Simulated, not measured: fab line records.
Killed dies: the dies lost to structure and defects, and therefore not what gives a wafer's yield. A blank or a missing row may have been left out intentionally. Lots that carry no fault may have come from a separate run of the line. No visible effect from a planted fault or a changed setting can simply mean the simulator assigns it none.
Which tool is to blame? :: flow nandHarc :: 27 wafers from 9 lots sampled at 3 of the route's 1302 steps

WHAT EACH GAUGE READ, for each wafer
NHARC_P_ZERO_WELL_CD_MEAS_37: target cd 720 nm.
lot: L076
measured: day 2 20:18
on: cdSem-02
cdNm (nm): 720.2 721.5 722.6

lot: L079
measured: day 4 02:16
on: cdSem-02
cdNm (nm): 720.3 720.0 720.0

lot: L082
measured: day 5 08:08
on: cdSem-01
cdNm (nm): 719.3 720.1 719.4

lot: L086
measured: day 7 00:16
on: cdSem-02
cdNm (nm): 719.0 720.4 720.0

lot: L088
measured: day 7 20:04
on: cdSem-01
cdNm (nm): 722.3 722.8 720.7

lot: L090
measured: day 8 16:00
on: cdSem-03
cdNm (nm): 719.7 718.9 717.9

lot: L093
measured: day 9 22:07
on: cdSem-01
cdNm (nm): 717.3 719.2 719.3

lot: L095
measured: day 10 17:59
on: cdSem-03
cdNm (nm): 721.2 722.1 720.7

lot: L097
measured: day 11 14:22
on: cdSem-02
cdNm (nm): 718.6 718.3 719.6

WHAT TOOL EACH LOT RAN ON (gives the tool, then ch and the chambers of the sampled wafers, and finally the start)
lot: L076
NHARC_P_ZERO_WELL_DESCUM_13: rieDiel-09 ch 0,1,2, day 2 17:23
NHARC_P_ZERO_WELL_ETCH_62: rieDiel-09 ch 0,1,2, day 2 20:18 or earlier

lot: L079
NHARC_P_ZERO_WELL_DESCUM_13: rieDiel-13 ch 0,1, day 3 23:17
NHARC_P_ZERO_WELL_ETCH_62: rieDiel-13 ch 0,2,3, day 4 02:16 or earlier

lot: L082
NHARC_P_ZERO_WELL_DESCUM_13: rieDiel-13 ch 0,2,3, day 5 05:25
NHARC_P_ZERO_WELL_ETCH_62: rieDiel-13 ch 2,3, day 5 08:08 or earlier

lot: L086
NHARC_P_ZERO_WELL_DESCUM_13: rieDiel-12 ch 0,2,3, day 6 21:35
NHARC_P_ZERO_WELL_ETCH_62: rieDiel-12 ch 2,3, day 7 00:16 or earlier

lot: L088
NHARC_P_ZERO_WELL_DESCUM_13: rieDiel-09 ch 0,2, day 7 17:19
NHARC_P_ZERO_WELL_ETCH_62: rieDiel-09 ch 0,1,3, day 7 20:04 or earlier

lot: L090
NHARC_P_ZERO_WELL_DESCUM_13: rieDiel-13 ch 0,1,3, day 8 13:18
NHARC_P_ZERO_WELL_ETCH_62: rieDiel-13 ch 0,1, day 8 16:00 or earlier

lot: L093
NHARC_P_ZERO_WELL_DESCUM_13: rieDiel-13 ch 0,2,3, day 9 19:25
NHARC_P_ZERO_WELL_ETCH_62: rieDiel-13 ch 0,1,3, day 9 22:07 or earlier

lot: L095
NHARC_P_ZERO_WELL_DESCUM_13: rieDiel-13 ch 0,2,3, day 10 15:17
NHARC_P_ZERO_WELL_ETCH_62: rieDiel-13 ch 1,2,3, day 10 17:59 or earlier

lot: L097
NHARC_P_ZERO_WELL_DESCUM_13: rieDiel-13 ch 1,2, day 11 11:26
NHARC_P_ZERO_WELL_ETCH_62: rieDiel-13 ch 1,2,3, day 11 14:22 or earlier
- NHARC_P_ZERO_WELL_DESCUM_13: chemistry O2, time 3 s.
- NHARC_P_ZERO_WELL_ETCH_62: etches the open film in CHF3/Ar, target depth 13 nm, time 6.5 s.

THE ANSWER, worked out from the rows above alone
Rule: usual is defined by the lots themselves. Put in order of their means at a reading, lots are off if they are a third of the lots or fewer, leave a main group of 4 or more, and stand apart from it by a gap of 3 or more times the standard deviation of the main group's means; of several such gaps the widest counts. A main group is skipped when, at the precision printed for the reading in the tables above, its means are all equal. Also off: a lot with no number at a reading for which 4 or more lots have one. Any other lot the step has rows for is counted as sound.
No lot is off at any reading shown: from this, nothing can be told.

WHAT THE SIMULATOR HAD INSERTED
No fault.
